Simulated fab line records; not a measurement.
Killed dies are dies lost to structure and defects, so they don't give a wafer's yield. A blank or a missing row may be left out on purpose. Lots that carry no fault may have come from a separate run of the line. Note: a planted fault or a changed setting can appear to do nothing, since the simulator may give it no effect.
fab line records ; flow n5Finfet
record lots=6; wafers=14; lastDay=19
route steps=1938 shown BEOL_M12@1647 BEOL_M13@1659
lots that met no fault: from a run of the same line without faults
startH: hours from the record's opening day to when the first of the lot's shown wafers began ; waitH: hours from the lot's prior step to this one ; " repeats the value in the row above ; L1.1+2: a row that stands for several wafers ; - no value present, or no start provided ; * or withheld: withheld ; < > ~ a bound
route shown NAME@n: a module of which the file shows steps, and the number in the route of the first ; usual: average and standard deviation across the fault-free wafers ; same: alike in all rows ; chamber/n: place in a boat ; sites: the reading at each site ; _std_site: the standard deviation of these ; _edge_site: the outer-site mean with the inner-site mean subtracted ; radiusMm: how far each site lies from the wafer's centre ; mask NAME#n: copy n ; behind: the tool/chamber that last shaped the wafer ; hold: what put the lot on hold/how long, in hours/how the hold closed ; device: names the non-switching transistor (n, p or np) ; end of line: tests of these same wafers at the route's end ; a step without rows: its recipe alone ; killed: count of dies lost to structure and defects at first sort (not the wafer's yield) ; map: shows each die of a wafer: x if killed, . if not, _ if none is there
set.NAME: the setting the step ran with; set.NAME@STEP: the setting that earlier step ran with ; model.NAME: the simulator's own value behind a step, which no gauge read
lots at selected steps of the route; one table per step, one row per wafer
services: the hour from which a tool's chamber was out of use, counted from the record's first day as startH (under 0 if before that day), plus the number of hours and why
## steps
# step N5_BEOL_M12_PRE_CLEAN_42
# recipe gas=H2/He; timeS=30; tempC=250
# step N5_BEOL_M12_SPUTTER_43
# recipe material=TaN; targetThkA=150; tempC=50; biasV=168.6; powerW=15000; chamberPressurePa=0.12; timeS=24.19
# step N5_BEOL_M12_SPUTTER_44
# recipe material=Ta; targetThkA=100; tempC=50; biasV=80; powerW=15000; chamberPressurePa=0.07; timeS=16.13
# usual throttleValvePct=29.2/1.3
lot.wafer;tool;chamber;startH;waitH;throttleValvePct
L634.1;pvdSputter-02;-;267.64;0.0;27.0
L634.4;pvdSputter-02;-;267.64;0.0;30.4
L634.6;pvdSputter-02;-;267.64;0.0;30.5
L641.3;pvdSputter-01;-;306.51;0.0;28.7
L641.5;pvdSputter-01;-;306.51;0.0;29.9
L641.6;pvdSputter-01;-;306.51;0.0;28.6
L651.4;pvdSputter-03;-;387.38;0.0;29.6
L653.4;pvdSputter-01;-;397.50;0.0;29.8
L652.3;pvdSputter-02;-;403.65;0.0;28.5
L652.5;pvdSputter-02;-;403.65;0.0;26.5
L652.6;pvdSputter-02;-;403.65;0.0;28.4
L655.1;pvdSputter-03;-;410.76;0.0;29.3
L655.4;pvdSputter-03;-;410.76;0.0;30.0
L655.6;pvdSputter-03;-;410.76;0.0;30.0
# step N5_BEOL_M12_SPUTTER_45
# recipe material=Cu; targetThkA=800; tempC=-20; biasV=60; powerW=26000; chamberPressurePa=0.13; timeS=13.33
# usual throttleValvePct=29.2/1.3
lot.wafer;tool;chamber;startH;waitH;throttleValvePct
L634.1;pvdSputter-02;-;267.72;0.0;26.8
L634.4;pvdSputter-02;-;267.72;0.0;30.2
L634.6;pvdSputter-02;-;267.72;0.0;30.2
L641.3;pvdSputter-01;-;306.59;0.0;28.6
L641.5;pvdSputter-01;-;306.59;0.0;30.5
L641.6;pvdSputter-01;-;306.59;0.0;28.4
L651.4;pvdSputter-03;-;387.46;0.0;29.5
L653.4;pvdSputter-01;-;397.58;0.0;30.0
L652.3;pvdSputter-02;-;403.73;0.0;28.7
L652.5;pvdSputter-02;-;403.73;0.0;26.8
L652.6;pvdSputter-02;-;403.73;0.0;28.5
L655.1;pvdSputter-03;-;410.84;0.0;29.3
L655.4;pvdSputter-03;-;410.84;0.0;30.2
L655.6;pvdSputter-03;-;410.84;0.0;29.7
# step N5_BEOL_M12_ECD_47
# recipe material=Cu; targetThkA=7200
# step N5_BEOL_M12_ANNEAL_48
# recipe tempC=225; timeS=90; ambient=N2
# step N5_BEOL_M12_CMP_49
# recipe stopOn=SiOC; tOverpolishS=20.6; downForcePsi=1; platenRpm=50; clearingPlatenDownForcePsi=1.5; clearingPlatenRpm=50; postCmpClean=cuAlkaline; targetThkNm=320; clearingPlatenPadVelocityMS=0.99484; padVelocityMS=0.99484
# usual barrierFieldEndpointS=30.5/0.89; edgeZonePressureFrac=1.001/0.0053; motorCurrentA=5.8/0.62; overpolishRunS=20.599/0.0093; platenRpm=50.00/0.033
lot.wafer;tool;chamber;startH;waitH;barrierFieldEndpointS;edgeZonePressureFrac;motorCurrentA;overpolishRunS;platenRpm
L634.4;cmp-03;0;268.50;0.2;32.4;0.999;6.0;20.584;50.05
L634.1;cmp-03;1;268.50;0.2;30.9;0.990;6.2;20.608;50.00
L634.6;cmp-03;3;268.50;0.2;31.4;1.003;5.2;20.593;50.00
L641.3;cmp-01;3;307.20;0.2;29.8;0.996;5.9;20.612;50.00
L641.6;cmp-01;2;307.20;0.2;31.0;0.993;6.0;20.608;49.94
L641.5;cmp-01;3;307.20;0.2;30.7;0.995;5.8;20.591;50.00
L651.4;cmp-03;0;388.05;0.2;31.0;1.003;5.6;20.585;49.94
L653.4;cmp-02;1;398.18;0.2;31.3;1.003;5.4;20.596;50.01
L652.3;cmp-03;0;404.67;0.2;31.3;1.004;5.6;20.587;50.03
L652.5;cmp-03;0;404.67;0.2;31.4;1.007;5.5;20.605;49.99
L652.6;cmp-03;1;404.67;0.2;30.5;0.999;6.2;20.593;49.95
L655.1;cmp-01;3;411.50;0.3;28.9;1.000;6.0;20.596;50.03
L655.4;cmp-01;2;411.50;0.3;30.8;0.994;6.2;20.614;49.97
L655.6;cmp-01;0;411.50;0.3;29.5;1.004;6.7;20.601;50.05
# step N5_BEOL_M12_THK_MEAS_50
# recipe thkMeasGauge=xrf; reads=Cu_of_BEOL_M12_ECD_47
# usual M12_THK=328/6.6
lot.wafer;tool;chamber;startH;waitH;M12_THK[nm]
L634.1;filmMetro-02;-;268.76;-;336
L634.4;filmMetro-02;-;268.76;-;334
L634.6;filmMetro-02;-;268.76;-;334
L641.3;filmMetro-02;-;307.46;-;323
L641.5;filmMetro-02;-;307.46;-;323
L641.6;filmMetro-02;-;307.46;-;335
L651.4;filmMetro-02;-;388.31;-;333
L653.4;filmMetro-02;-;398.44;-;332
L652.3;filmMetro-02;-;404.96;-;336
L652.5;filmMetro-02;-;404.96;-;330
L652.6;filmMetro-02;-;404.96;-;333
L655.1;filmMetro-01;-;411.80;-;319
L655.4;filmMetro-01;-;411.80;-;325
L655.6;filmMetro-01;-;411.80;-;319
# step N5_BEOL_M12_PRE_CLEAN_52
# recipe gas=NH3; timeS=15; tempC=withheld; rfPowerW=300
# step N5_BEOL_M12_DEP_53
# recipe material=SiCN; targetThkA=300; tempC=withheld; precursor=3MS/NH3; pressureTorr=3; rfW=675; timeS=10.5
# step N5_BEOL_M12_RS_MEAS_54
# recipe thkMeasGauge=four-point-probe; reads=Cu_of_BEOL_M12_ECD_47+Ta_of_BEOL_M12_SPUTTER_44+TaN_of_BEOL_M12_SPUTTER_43
# usual M12_RS=0.0595/0.0012
lot.wafer;tool;chamber;startH;waitH;M12_RS[ohm/sq]
L634.1;filmMetro-01;-;268.88;0.0;0.0584
L634.4;filmMetro-01;-;268.88;0.0;0.0585
L634.6;filmMetro-01;-;268.88;0.0;0.0592
L641.3;filmMetro-01;-;307.58;0.0;0.0610
L641.5;filmMetro-01;-;307.58;0.0;0.0605
L641.6;filmMetro-01;-;307.58;0.0;0.0585
L651.4;filmMetro-01;-;388.44;0.0;0.0587
L653.4;filmMetro-01;-;398.59;0.1;0.0593
L652.3;filmMetro-01;-;405.09;0.0;0.0589
L652.5;filmMetro-01;-;405.09;0.0;0.0596
L652.6;filmMetro-01;-;405.09;0.0;0.0592
L655.1;filmMetro-02;-;411.92;0.0;0.0601
L655.4;filmMetro-02;-;411.92;0.0;0.0591
L655.6;filmMetro-02;-;411.92;0.0;0.0603
# step N5_BEOL_M12_INSPECT_55
# recipe inspectInstrument=darkfield; mode=postDep
# usual rawDefectCount=73/24
lot.wafer;tool;chamber;startH;waitH;rawDefectCount
L634.1;defectInspect-01;-;268.91;0.0;50
L634.4;defectInspect-01;-;268.91;0.0;47
L634.6;defectInspect-01;-;268.91;0.0;119
L641.3;defectInspect-02;-;307.61;0.0;103
L641.5;defectInspect-02;-;307.61;0.0;49
L641.6;defectInspect-02;-;307.61;0.0;43
L651.4;defectInspect-01;-;388.46;0.0;92
L653.4;defectInspect-02;-;398.62;0.0;71
L652.3;defectInspect-01;-;405.12;0.0;64
L652.5;defectInspect-01;-;405.12;0.0;33
L652.6;defectInspect-01;-;405.12;0.0;63
L655.1;defectInspect-01;-;411.95;0.0;123
L655.4;defectInspect-01;-;411.95;0.0;85
L655.6;defectInspect-01;-;411.95;0.0;86
# step N5_BEOL_M13_ILD_DEP_00
# recipe material=SiOC; targetThkA=8379.2; tempC=350; precursor=DEMS/O2; pressureTorr=5; rfW=500; timeS=166.4
# usual heaterPowerW=506/69; showerheadPlenumPTorr=5.691/0.015; throttleValvePct=12.2/0.61
lot.wafer;tool;chamber;startH;waitH;heaterPowerW;showerheadPlenumPTorr;throttleValvePct;model.SiOC_of_BEOL_M13_ILD_DEP_00.thkNm
L634.1;pecvd-03;1;268.95;0.0;517;5.696;12.5;819.2
L634.4;pecvd-03;2;268.95;0.0;569;5.689;11.5;855.6
L634.6;pecvd-03;1;268.95;0.0;561;5.686;12.5;832.6
L641.3;pecvd-04;0;307.64;0.0;542;5.666;12.1;836
L641.5;pecvd-04;1;307.64;0.0;420;5.671;12.3;836
L641.6;pecvd-04;0;307.64;0.0;426;5.662;12.3;847.2
L651.4;pecvd-03;2;388.56;0.1;488;5.694;11.7;719.8
L653.4;pecvd-03;2;398.71;0.1;478;5.693;11.9;720.4
L652.3;pecvd-01;1;405.15;0.0;526;5.697;13.6;835.2
L652.5;pecvd-01;0;405.15;0.0;544;5.697;11.4;855.2
L652.6;pecvd-01;1;405.15;0.0;559;5.711;13.5;840.6
L655.1;pecvd-04;0;411.98;0.0;488;5.670;12.0;839
L655.4;pecvd-04;2;411.98;0.0;394;5.692;12.5;854.8
L655.6;pecvd-04;0;411.98;0.0;429;5.645;12.2;856.8
# step N5_BEOL_M13_THK_MEAS_01
# recipe reads=SiOC_of_BEOL_M13_ILD_DEP_00
# usual M13_ILD_THK=837/9.4
lot.wafer;tool;chamber;startH;waitH;M13_ILD_THK[nm]
L634.1;filmMetro-01;-;269.10;0.1;820
L634.4;filmMetro-01;-;269.10;0.1;855
L634.6;filmMetro-01;-;269.10;0.1;832
L641.3;filmMetro-02;-;307.79;0.1;836
L641.5;filmMetro-02;-;307.79;0.1;836
L641.6;filmMetro-02;-;307.79;0.1;847
L651.4;filmMetro-01;-;388.65;0.0;720
L653.4;filmMetro-01;-;398.81;0.0;720
L652.3;filmMetro-02;-;405.30;0.1;834
L652.5;filmMetro-02;-;405.30;0.1;855
L652.6;filmMetro-02;-;405.30;0.1;841
L655.1;filmMetro-01;-;412.19;0.2;839
L655.4;filmMetro-01;-;412.19;0.2;855
L655.6;filmMetro-01;-;412.19;0.2;857
# step N5_BEOL_M13_COAT_58
# recipe resist=BARC; tempC=205; timeS=60; spinRpm=1500; resistThkNm=89
# step N5_BEOL_M13_COAT_04
# recipe spinRpm=1625; resistThkNm=400
# step N5_BEOL_M13_EBR_06
# recipe solvent=PGMEA; ebrWidthMm=1.5
# step N5_BEOL_M13_SOFTBAKE_05
# recipe tempC=130; timeS=60
# step N5_BEOL_M13_EXPOSE_07
# recipe maskId=V12; na=0.93; sourceShape=conventional; sigmaOuter=0.6; polarization=unpolarized; attpsmPhaseDeg=180; doseMj=24.8
# step N5_BEOL_M13_PEB_08
# recipe pebTempC=130; pebTimeS=90
# step N5_BEOL_M13_DEVELOP_09
# recipe developTimeS=45; rinseLiquid=diw; dry=airSpin; devTempC=21
# step N5_BEOL_M13_HARDBAKE_14
# recipe tempC=130; timeS=120
# step N5_BEOL_M13_CD_MEAS_10
# recipe targetCdNm=190; landingEnergyEv=500; detector=seInlens; polarity=opening
# usual cdNm=190.4/1
# same landingEnergyEv=500
lot.wafer;tool;chamber;startH;waitH;cdNm
L634.1;cdSem-01;0;269.53;-;192.1
L634.4;cdSem-01;0;269.53;-;191.7
L634.6;cdSem-01;0;269.53;-;191.5
L641.3;cdSem-02;0;308.22;-;190.4
L641.5;cdSem-02;0;308.22;-;190.8
L641.6;cdSem-02;0;308.22;-;190.9
L651.4;cdSem-03;0;388.96;-;188.6
L653.4;cdSem-01;0;399.11;-;192.1
L652.3;cdSem-02;0;405.73;-;191.5
L652.5;cdSem-02;0;405.73;-;191.6
L652.6;cdSem-02;0;405.73;-;190.6
L655.1;cdSem-01;0;412.62;-;189.3
L655.4;cdSem-01;0;412.62;-;187.9
L655.6;cdSem-01;0;412.62;-;190.1
# step N5_BEOL_M13_OVL_MEAS_11
# recipe pointsPerWafer=44
# usual V12_OVL=-3/4.9
lot.wafer;tool;chamber;startH;waitH;V12_OVL[nm]
L634.1;overlay-02;0;269.56;0.0;-9
L634.4;overlay-02;0;269.56;0.0;-3
L634.6;overlay-02;0;269.56;0.0;-5
L641.3;overlay-01;0;308.25;0.0;-13
L641.5;overlay-01;0;308.25;0.0;-6
L641.6;overlay-01;0;308.25;0.0;-4
L651.4;overlay-02;0;388.98;0.0;-7
L653.4;overlay-02;0;399.14;0.0;-2
L652.3;overlay-01;0;405.76;0.0;-10
L652.5;overlay-01;0;405.76;0.0;-5
L652.6;overlay-01;0;405.76;0.0;-5
L655.1;overlay-02;0;412.65;0.0;-1
L655.4;overlay-02;0;412.65;0.0;-6
L655.6;overlay-02;0;412.65;0.0;-2
# step N5_BEOL_M13_INSPECT_12
# recipe mode=adi; inspectInstrument=macro
# usual rawDefectCount=2.0/1.4
lot.wafer;tool;chamber;startH;waitH;rawDefectCount
L634.1;defectInspect-01;-;269.58;0.0;3
L634.4;defectInspect-01;-;269.58;0.0;1
L634.6;defectInspect-01;-;269.58;0.0;1
L641.3;defectInspect-01;-;308.28;0.0;2
L641.5;defectInspect-01;-;308.28;0.0;2
L641.6;defectInspect-01;-;308.28;0.0;1
L651.4;defectInspect-02;-;389.01;0.0;1
L653.4;defectInspect-01;-;399.16;0.0;9
L652.3;defectInspect-02;-;405.79;0.0;2
L652.5;defectInspect-02;-;405.79;0.0;3
L652.6;defectInspect-02;-;405.79;0.0;0
L655.1;defectInspect-01;-;412.68;0.0;0
L655.4;defectInspect-01;-;412.68;0.0;1
L655.6;defectInspect-01;-;412.68;0.0;1
# step N5_BEOL_M13_DESCUM_15
# recipe chemistry=O2; timeS=7.9; sourcePowerW=50; biasPowerW=20; pressureMtorr=20; rfFrequencyHz=2.712e+07; tempC=40; o2FlowSccm=225
# usual drypumpMotorCurrentA=6.1/0.48; oesProductAu=0.78/0.1; rfVppV=243.0/1.5; showerheadPlenumPTorr=2.08/0.074; throttleValvePct=20.44/0.26
lot.wafer;tool;chamber;startH;waitH;drypumpMotorCurrentA;oesProductAu;rfHoursCounterH;rfVppV;showerheadPlenumPTorr;throttleValvePct
L634.1;rieDiel-05;0;269.61;0.0;5.9;0.88;34;245.0;2.13;19.97
L634.4;rieDiel-05;1;269.61;0.0;5.7;0.68;230;242.1;1.97;20.65
L634.6;rieDiel-05;0;269.61;0.0;5.9;0.88;-;242.1;2.13;19.97
L641.3;rieDiel-02;0;308.31;0.0;6.5;0.71;185;241.9;2.08;20.77
L641.5;rieDiel-02;3;308.31;0.0;6.5;0.75;-;242.3;2.01;20.70
L641.6;rieDiel-02;0;308.31;0.0;6.6;0.71;-;244.3;2.08;20.78
L651.4;rieDiel-05;0;389.06;0.0;6.0;0.82;-;242.8;2.12;20.04
L653.4;rieDiel-06;3;399.19;0.0;5.6;0.67;228;244.5;2.16;20.77
L652.3;rieDiel-02;3;405.88;0.1;6.5;0.72;178;242.3;2.00;20.74
L652.5;rieDiel-02;3;405.88;0.1;6.5;0.72;-;240.1;2.00;20.74
L652.6;rieDiel-02;0;405.88;0.1;6.5;0.68;-;245.2;2.07;20.83
L655.1;rieDiel-05;3;412.72;0.0;5.2;0.92;16;243.1;2.06;20.25
L655.4;rieDiel-05;3;412.72;0.0;5.2;0.93;-;242.6;2.06;20.26
L655.6;rieDiel-05;0;412.72;0.0;5.9;0.82;-;242.6;2.11;20.04
# step N5_BEOL_M13_ETCH_59
# recipe chemistry=N2/H2; target=BARC; targetDepthA=890; overetchA=267; timeS=67.9; ionEnergyEv=200; pressureMtorr=30; sourceW=840; biasW=150; n2FlowSccm=200; h2FlowSccm=200
# usual biasW=149.9/0.48; drypumpMotorCurrentA=6.1/0.48; oesProductAu=0.67/0.078; rfVppV=523.5/2.6; showerheadPlenumPTorr=2.53/0.082; throttleValvePct=17.91/0.27
lot.wafer;tool;chamber;startH;waitH;biasW;drypumpMotorCurrentA;oesProductAu;rfHoursCounterH;rfVppV;showerheadPlenumPTorr;throttleValvePct
L634.1;rieDiel-05;0;269.65;0.0;150.5;5.9;0.73;34;525.7;2.59;17.45
L634.4;rieDiel-05;1;269.65;0.0;149.3;5.8;0.60;230;520.1;2.42;18.30
L634.6;rieDiel-05;0;269.65;0.0;149.6;5.9;0.74;-;526.1;2.59;17.45
L641.3;rieDiel-02;0;308.34;0.0;149.9;6.5;0.60;185;523.1;2.53;18.23
L641.5;rieDiel-02;3;308.34;0.0;150.2;6.5;0.65;-;519.8;2.44;18.22
L641.6;rieDiel-02;0;308.34;0.0;149.8;6.5;0.61;-;523.8;2.53;18.23
L651.4;rieDiel-05;0;389.10;0.0;150.2;5.9;0.70;-;524.2;2.57;17.50
L653.4;rieDiel-06;3;399.23;0.0;150.2;5.6;0.58;228;526.3;2.61;18.11
L652.3;rieDiel-02;3;405.92;0.0;148.6;6.5;0.63;178;521.4;2.43;18.28
L652.5;rieDiel-02;3;405.92;0.0;149.5;6.5;0.62;-;519.9;2.43;18.30
L652.6;rieDiel-02;0;405.92;0.0;149.5;6.6;0.59;-;524.1;2.52;18.30
L655.1;rieDiel-05;3;412.76;0.0;150.0;5.2;0.79;16;520.1;2.49;17.65
L655.4;rieDiel-05;3;412.76;0.0;149.4;5.2;0.77;-;521.7;2.49;17.67
L655.6;rieDiel-05;0;412.76;0.0;150.2;6.0;0.69;-;525.0;2.57;17.55
# step N5_BEOL_M13_VIA_ETCH_16
# recipe chemistry=C4F8/O2/Ar; target=SiOC; pressureMtorr=30; sourceW=3000; biasW=700; Ar_flow_sccm=400; C4F8_flow_sccm=15; O2_flow_sccm=8; heInnerTorr=15; heOuterTorr=30; targetDepthA=9217; timeS=withheld; ionEnergyEv=250; ends=cleared
# usual biasW=700.2/2.3; drypumpMotorCurrentA=6.1/0.48; oesProductAu=0.70/0.091; rfVppV=665/3.2; showerheadPlenumPTorr=3.40/0.11; throttleValvePct=24.18/0.27
lot.wafer;tool;chamber;startH;waitH;biasW;drypumpMotorCurrentA;oesProductAu;rfVppV;showerheadPlenumPTorr;throttleValvePct;model.etch.depthNm;model.coat_of_BEOL_M13_COAT_04.thkNm
L634.1;rieDiel-05;0;269.70;0.0;699.8;6.0;0.78;668;3.46;23.68;819.3;78.4
L634.4;rieDiel-05;1;269.70;0.0;701.9;5.7;0.62;661;3.26;24.57;855.6;70
L634.6;rieDiel-05;0;269.70;0.0;698.1;5.9;0.78;666;3.46;23.68;832.6;71.2
L641.3;rieDiel-02;0;308.40;0.0;700.8;6.6;0.63;665;3.40;24.52;836;69.4
L641.5;rieDiel-02;3;308.40;0.0;701.4;6.5;0.68;661;3.26;24.29;836.1;71.6
L641.6;rieDiel-02;0;308.40;0.0;699.5;6.6;0.64;664;3.40;24.51;847.1;68
L651.4;rieDiel-05;0;389.23;0.1;699.7;5.9;0.73;666;3.44;23.74;719.8;104.2
L653.4;rieDiel-06;3;399.28;0.0;701.8;5.6;0.61;668;3.51;24.49;720.3;105.6
L652.3;rieDiel-02;3;405.97;0.0;700.3;6.6;0.65;662;3.24;24.32;835.2;72.6
L652.5;rieDiel-02;3;405.97;0.0;699.3;6.5;0.65;660;3.24;24.32;855.2;65.8
L652.6;rieDiel-02;0;405.97;0.0;700.3;6.5;0.61;664;3.38;24.57;840.6;69.2
L655.1;rieDiel-05;3;412.81;0.0;700.1;5.2;0.83;664;3.39;24.18;838.9;67.8
L655.4;rieDiel-05;3;412.81;0.0;697.9;5.2;0.83;664;3.39;24.20;854.8;62.8
L655.6;rieDiel-05;0;412.81;0.0;700.9;6.0;0.73;666;3.43;23.75;856.9;63.2
# step N5_BEOL_M13_STRIP_63
# recipe chemistry=N2/H2; powerW=1000; tempC=250; h2Frac=0.65; overashFraction=0.3; pressureMtorr=1000; n2FlowSccm=1750; h2FlowSccm=3250
# usual drypumpMotorCurrentA=6.1/0.59; heaterPowerW=340/27; oesProductAu=0.674/0.0053; stripTimeToEndpointS=28.0/1.1
lot.wafer;tool;chamber;startH;waitH;drypumpMotorCurrentA;heaterPowerW;oesProductAu;rfHoursCounterH;stripTimeToEndpointS
L634.1;plasmaAsher-02;0;269.94;-;5.7;366;0.677;134;30.1
L634.4;plasmaAsher-02;1;269.94;-;6.7;350;0.669;-;27.7
L634.6;plasmaAsher-02;1;269.94;-;6.7;355;0.677;-;28.0
L641.3;plasmaAsher-01;0;308.65;-;5.3;296;0.667;-;27.5
L641.5;plasmaAsher-01;1;308.65;-;6.6;330;0.670;-;28.2
L641.6;plasmaAsher-01;0;308.65;-;5.3;293;0.675;-;27.1
L651.4;plasmaAsher-02;1;389.38;-;6.7;360;0.686;-;37.3
L653.4;plasmaAsher-01;1;399.54;-;6.6;343;0.686;-;37.8
L652.3;plasmaAsher-02;1;406.22;-;6.7;360;0.677;-;28.4
L652.5;plasmaAsher-02;0;406.22;-;5.7;359;0.671;-;26.4
L652.6;plasmaAsher-02;1;406.22;-;6.7;341;0.679;-;27.4
L655.1;plasmaAsher-02;1;413.04;-;6.7;342;0.672;159;27.0
L655.4;plasmaAsher-02;1;413.04;-;6.7;349;0.663;-;25.5
L655.6;plasmaAsher-02;0;413.04;-;5.6;364;0.673;-;25.7
# step N5_BEOL_M13_STRIP_64
# recipe chemistry=N2/H2; powerW=1000; tempC=250; h2Frac=0.65; overashFraction=0.3; pressureMtorr=withheld; n2FlowSccm=1750; h2FlowSccm=3250
# step N5_BEOL_M13_STRIP_71
# recipe chemistry=postEtchResidueRemover; timeS=60; tempC=25; removerPh=withheld; removerWaterWtPct=withheld; removerFluorideWtPct=withheld
# step N5_BEOL_M13_SRD_72
# recipe timeS=30; tempC=23; rinseLiquid=diw; dry=n2Spin; spinRpm=1500; dryTimeS=30
# step N5_BEOL_M13_CD_MEAS_17
# recipe targetCdNm=190; polarity=opening
# usual cdNm=190.5/1.5
lot.wafer;tool;chamber;startH;waitH;cdNm
L634.1;cdSem-03;-;270.14;0.0;193.5
L634.4;cdSem-03;-;270.14;0.0;190.9
L634.6;cdSem-03;-;270.14;0.0;193.1
L641.3;cdSem-01;-;308.85;0.0;190.0
L641.5;cdSem-01;-;308.85;0.0;192.7
L641.6;cdSem-01;-;308.85;0.0;190.0
L651.4;cdSem-02;-;389.57;0.0;187.8
L653.4;cdSem-03;-;399.73;0.0;192.1
L652.3;cdSem-03;-;406.41;0.0;192.4
L652.5;cdSem-03;-;406.41;0.0;193.6
L652.6;cdSem-03;-;406.41;0.0;190.6
L655.1;cdSem-02;-;413.25;0.0;189.7
L655.4;cdSem-02;-;413.25;0.0;188.2
L655.6;cdSem-02;-;413.25;0.0;190.3
# step N5_BEOL_M13_COAT_65
# recipe resist=SOC; tempC=250; timeS=60; spinRpm=1500; resistThkNm=350
# step N5_BEOL_M13_COAT_66
# recipe resist=SiARC; tempC=220; timeS=60; spinRpm=1500; resistThkNm=110
# step N5_BEOL_M13_COAT_22
# recipe spinRpm=2888; resistThkNm=300
# step N5_BEOL_M13_EBR_24
# recipe solvent=PGMEA; ebrWidthMm=1.5
# step N5_BEOL_M13_SOFTBAKE_23
# recipe tempC=130; timeS=60
# step N5_BEOL_M13_EXPOSE_25
# recipe maskId=M13; na=0.93; sourceShape=conventional; sigmaOuter=0.4; polarization=unpolarized; targetCdNm=210; doseMj=22
# step N5_BEOL_M13_PEB_26
# recipe pebTempC=130; pebTimeS=90
# step N5_BEOL_M13_DEVELOP_27
# recipe developTimeS=45; rinseLiquid=diw; dry=airSpin; devTempC=21
# step N5_BEOL_M13_HARDBAKE_32
# recipe tempC=130; timeS=120
# step N5_BEOL_M13_CMP_49
# recipe stopOn=SiOC; tOverpolishS=17.1; downForcePsi=1; platenRpm=50; clearingPlatenDownForcePsi=1.5; clearingPlatenRpm=50; postCmpClean=cuAlkaline; targetThkNm=420; clearingPlatenPadVelocityMS=0.99484; padVelocityMS=0.99484
# usual edgeZonePressureFrac=1.000/0.0052; motorCurrentA=5.9/0.58; platenRpm=50.00/0.031
lot.wafer;tool;chamber;startH;waitH;edgeZonePressureFrac;motorCurrentA;platenRpm;model.SiOC_of_BEOL_M13_ILD_DEP_00.thkNm
L634.4;cmp-04;2;272.70;0.2;0.994;7.3;49.97;798.6
L634.1;cmp-04;3;272.70;0.2;1.000;4.8;50.02;763.6
L634.6;cmp-04;1;272.70;0.2;1.003;5.5;50.00;773.2
L641.3;cmp-01;3;311.16;0.2;1.000;5.6;50.02;778.2
L641.5;cmp-01;2;311.16;0.2;1.001;6.1;50.04;778.2
L641.6;cmp-01;3;311.16;0.2;1.003;5.9;49.97;788.8
L651.4;cmp-03;1;392.81;0.2;0.998;6.0;49.97;664.2
L653.4;cmp-01;1;404.82;0.2;0.995;5.6;50.01;660.4
L652.3;cmp-01;2;409.45;0.2;1.007;5.6;49.98;776.4
L652.6;cmp-01;0;409.45;0.2;0.999;6.5;50.08;781
L652.5;cmp-01;1;409.45;0.2;1.008;5.5;50.05;797
L655.4;cmp-01;2;419.46;0.2;1.006;6.2;49.98;794.8
L655.1;cmp-01;3;419.46;0.2;1.003;5.8;49.98;779.6
L655.6;cmp-01;1;419.46;0.2;1.005;5.2;49.98;798.4
## services
tool;chamber;startH;hours;kind
cmp-02;-;246.51;0.8;repair
cmp-04;-;263.49;6.0;pm
cmp-01;-;273.51;0.9;repair
pecvd-01;1;276.42;5.0;repair
pecvd-03;2;282.52;4.5;repair
cmp-03;-;283.89;7.5;pm
pecvd-03;-;284.37;1.2;repair
plasmaAsher-01;-;300.37;4.0;repair
cmp-03;-;308.07;11.6;pm
cmp-01;-;318.87;1.8;repair
rieDiel-06;1;319.92;6.7;repair
cmp-03;-;329.75;10.7;repair
pecvd-01;-;350.02;2.8;repair
cmp-03;-;351.22;4.0;pm
rieDiel-06;3;357.07;4.4;repair
rieDiel-05;2;361.93;29.1;repair
pvdSputter-01;-;370.77;4.7;repair
plasmaAsher-02;-;371.90;14.6;pm
plasmaAsher-02;-;386.50;2.8;pm
cmp-01;-;391.69;3.3;repair
cmp-04;-;394.69;2.8;repair
plasmaAsher-02;-;403.44;0.7;repair
plasmaAsher-01;-;405.21;15.6;pm
cmp-03;-;410.12;1.4;repair
## key
firstSign step=N5_BEOL_M13_THK_MEAS_01; reading=M13_ILD_THK; direction=down; sigmas=12; usual=837; struck=720
effect step=N5_BEOL_M13_STRIP_63; reading=stripTimeToEndpointS; direction=up; sigmas=8.9; usual=*; struck=*
modelEffect step=N5_BEOL_M13_ILD_DEP_00; value=SiOC_of_BEOL_M13_ILD_DEP_00.thkNm; without=832.2; struck=720.1
modelEffect step=N5_BEOL_M13_VIA_ETCH_16; value=etch.depthNm; without=832.2; struck=720.1
modelEffect step=N5_BEOL_M13_CMP_49; value=SiOC_of_BEOL_M13_ILD_DEP_00.thkNm; without=774.5; struck=662.3
metAt N5_BEOL_M13_ILD_DEP_00
struckWafers L651.4,L653.4
rowsEnd L651.4
testerLeftOut L653
onsetBetween 268.95 388.56
earlierFault kind=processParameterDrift; tool=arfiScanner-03; chamber=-; onsetH=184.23; steps=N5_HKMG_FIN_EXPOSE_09; channel=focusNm; offset=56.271; spreadByWafer=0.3; shape=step
fault kind=processParameterDrift; tool=pecvd-03; chamber=2; onsetH=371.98; steps=N5_BEOL_M13_ILD_DEP_00; channel=targetThkA; offset=*; shape=step; actsIn=*; stated=*
# testerLeftOut: of these lots the tester's yield and bins aren't shown, on N5 and GAA mostly nor the transistor test; their killed dies are dies lost to structure and defects alone, not to doping, threshold or leakage, so they don't give the yield
# rowsEnd: these wafers met a further fault down the route, and their rows from its step on are left out
